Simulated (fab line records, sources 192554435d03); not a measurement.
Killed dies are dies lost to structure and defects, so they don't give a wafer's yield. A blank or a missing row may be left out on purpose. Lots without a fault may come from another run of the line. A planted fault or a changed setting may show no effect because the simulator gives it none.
Chamber matching | flow n5_finfet | N5_BEOL_M11_ETCH_65 on rie_diel-03: 4 sister chambers
The step etches SiARC in CF4, target depth 39 nm, time 65 s. 8 wafers are shown with their chamber, then 9 later ones without.

WAFERS WITH THEIR CHAMBER
wafer  | chamber | showerhead_plenum_p_Torr (Torr) | drypump_motor_current_A (A)
L078.6 | 3       | 2.19                            | 5.83
L082.6 | 2       | 2.17                            | 6.03
L086.1 | 3       | 2.18                            | 5.84
L086.2 | 1       | 2.10                            | 5.43
L086.5 | 2       | 2.17                            | 6.02
L091.4 | 0       | 2.05                            | 5.78
L091.5 | 0       | 2.05                            | 5.72
L091.6 | 1       | 2.10                            | 5.46

WAFERS WITHOUT THEIR CHAMBER
wafer  | showerhead_plenum_p_Torr (Torr) | drypump_motor_current_A (A)
L092.2 | 2.18                            | 5.84
L092.3 | 2.05                            | 5.74
L092.5 | 2.18                            | 5.88
L095.3 | 2.05                            | 5.71
L095.4 | 2.10                            | 5.50
L095.5 | 2.05                            | 5.75
L096.3 | 2.18                            | 5.80
L096.5 | 2.16                            | 6.03
L096.6 | 2.10                            | 5.46

WHICH CHAMBER EACH WENT THROUGH
wafer  | from the rows above | in truth
L092.2 | 3                   | 3
L092.3 | 0                   | 0
L092.5 | 3                   | 3
L095.3 | 0                   | 0
L095.4 | 1                   | 1
L095.5 | 0                   | 0
L096.3 | 3                   | 3
L096.5 | 2                   | 2
L096.6 | 1                   | 1
Placed correctly: 9 of 9. Can't be placed from these rows: 0. Placed wrongly: 0.
How it was worked out, from the rows above alone: a wafer's distance from a chamber is the root of the sum, over the readings, of the square of ((its reading less the chamber's mean) divided by the reading's scatter). The wafer belongs to the nearest chamber; if the next one is less than 2 further off, it can't be placed. A chamber's mean is the mean of its shown wafers. The scatter: the root of (the sum of the squares of (reading less its chamber's mean) over the shown wafers, divided by (wafers less chambers)).
